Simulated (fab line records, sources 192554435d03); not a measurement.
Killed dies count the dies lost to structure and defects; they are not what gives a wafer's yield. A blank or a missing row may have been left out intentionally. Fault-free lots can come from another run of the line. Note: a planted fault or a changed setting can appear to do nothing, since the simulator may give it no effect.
Chamber matching -- flow n5-finfet -- N5_BEOL_M1_ETCH_64 on rie-diel-05: 4 sister chambers
The step etches SOC in N2/H2, target depth 75 nm, overetch 15 nm, time 112.5 s. 18 wafers are shown with their chamber, then 9 later ones without.

WAFERS, EACH WITH ITS CHAMBER
wafer,chamber,showerhead-plenum-p-Torr (Torr),drypump-motor-current-A (A),throttle-valve-pct (%)
L074.1,2,2.71,5.81,17.94
L074.4,1,2.51,5.68,17.94
L074.6,2,2.71,5.82,17.95
L084.1,3,2.43,6.01,17.86
L084.2,2,2.70,5.84,17.96
L084.3,0,2.51,5.81,18.24
L087.1,1,2.50,5.67,17.98
L087.2,2,2.70,5.81,17.99
L087.5,3,2.43,6.01,17.86
L089.1,3,2.43,6.00,17.88
L089.3,0,2.51,5.81,18.24
L089.4,0,2.51,5.83,18.24
L090.2,3,2.43,6.00,17.89
L090.5,2,2.70,5.82,17.98
L090.6,0,2.51,5.82,18.25
L092.1,2,2.69,5.80,17.99
L092.2,3,2.43,6.01,17.89
L092.5,2,2.69,5.82,17.99

SIGNATURES, as means of the wafers listed above
reading,chamber 0,chamber 1,chamber 2,chamber 3,scatter within a chamber
showerhead-plenum-p-Torr,2.5100,2.5050,2.7000,2.4300,0.00567
drypump-motor-current-A,5.8175,5.6750,5.8171,6.0060,0.00996
throttle-valve-pct,18.2425,17.9600,17.9714,17.8760,0.0179
Rule: a wafer lies at a distance from a chamber equal to the root of the sum of squares, over the readings, of (its reading less the chamber's mean, divided by the reading's scatter). If the next closest chamber is less than 2 further off than the closest, the wafer can't be placed; otherwise it belongs to the closest. The scatter: the root of (the sum of the squares of (reading less its chamber's mean) over the shown wafers, divided by (wafers less chambers)).

WAFERS WHOSE CHAMBER IS MISSING
wafer,showerhead-plenum-p-Torr (Torr),drypump-motor-current-A (A),throttle-valve-pct (%)
L095.1,2.69,5.81,18.01
L095.2,2.50,5.67,17.53
L095.3,2.42,6.01,17.91
L094.2,2.42,6.00,17.90
L094.3,2.50,5.68,17.56
L094.6,2.42,5.99,17.91
L097.2,2.42,6.01,17.90
L097.4,2.42,6.02,17.90
L097.5,2.69,5.82,18.01

WHICH CHAMBER EACH WENT THROUGH
wafer,from the rows above,in truth
L095.1,2,2
L095.2,1,1
L095.3,3,3
L094.2,3,3
L094.3,1,1
L094.6,3,3
L097.2,3,3
L097.4,3,3
L097.5,2,2
9 of 9 placed correctly. Number that these rows cannot place: 0. Number placed wrongly: 0.
